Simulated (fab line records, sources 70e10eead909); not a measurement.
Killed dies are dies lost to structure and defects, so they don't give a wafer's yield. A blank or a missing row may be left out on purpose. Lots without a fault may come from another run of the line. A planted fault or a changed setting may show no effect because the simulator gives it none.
Chamber matching | flow nand_harc | NHARC_A_CHANNEL_HOLE_D2_DEP_01 on pecvd-04: 3 sister chambers
The step deposits SiON, target thk 140 nm. 6 wafers are shown with their chamber, then 10 later ones without.

WAFERS WITH THEIR CHAMBER
wafer  | chamber | showerhead_vpp_V (V) | heater_power_w (W)
L343.1 | 2       | 1146                 | 808
L343.2 | 0       | 1098                 | 694
L342.3 | 0       | 1097                 | 780
L342.4 | 1       | 1147                 | 690
L344.3 | 1       | 1152                 | 810
L344.4 | 2       | 1158                 | 859

WAFERS WITHOUT THEIR CHAMBER
wafer  | showerhead_vpp_V (V) | heater_power_w (W)
L344.5 | 1107                 | 633
L355.3 | 1148                 | 696
L355.5 | 1158                 | 808
L355.6 | 1153                 | 704
L357.4 | 1147                 | 750
L357.5 | 1151                 | 746
L357.6 | 1154                 | 762
L358.1 | 1115                 | 834
L358.4 | 1143                 | 745
L358.6 | 1130                 | 853

WHICH CHAMBER EACH WENT THROUGH
wafer  | from the rows above     | in truth
L344.5 | 0                       | 0
L355.3 | can't be placed: 1 or 2 | 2
L355.5 | can't be placed: 2 or 1 | 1
L355.6 | can't be placed: 1 or 2 | 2
L357.4 | can't be placed: 1 or 2 | 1
L357.5 | can't be placed: 1 or 2 | 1
L357.6 | can't be placed: 1 or 2 | 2
L358.1 | 0                       | 0
L358.4 | can't be placed: 1 or 2 | 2
L358.6 | can't be placed: 1 or 2 | 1
Placed correctly: 2 of 10. Can't be placed from these rows: 8 (the true chamber is among the candidates in 8). Placed wrongly: 0.
How it was worked out, from the rows above alone: a wafer's distance from a chamber is the root of the sum, over the readings, of the square of ((its reading less the chamber's mean) divided by the reading's scatter). The wafer belongs to the nearest chamber; if the next one is less than 2 further off, it can't be placed. A chamber's mean is the mean of its shown wafers. The scatter: the root of (the sum of the squares of (reading less its chamber's mean) over the shown wafers, divided by (wafers less chambers)).
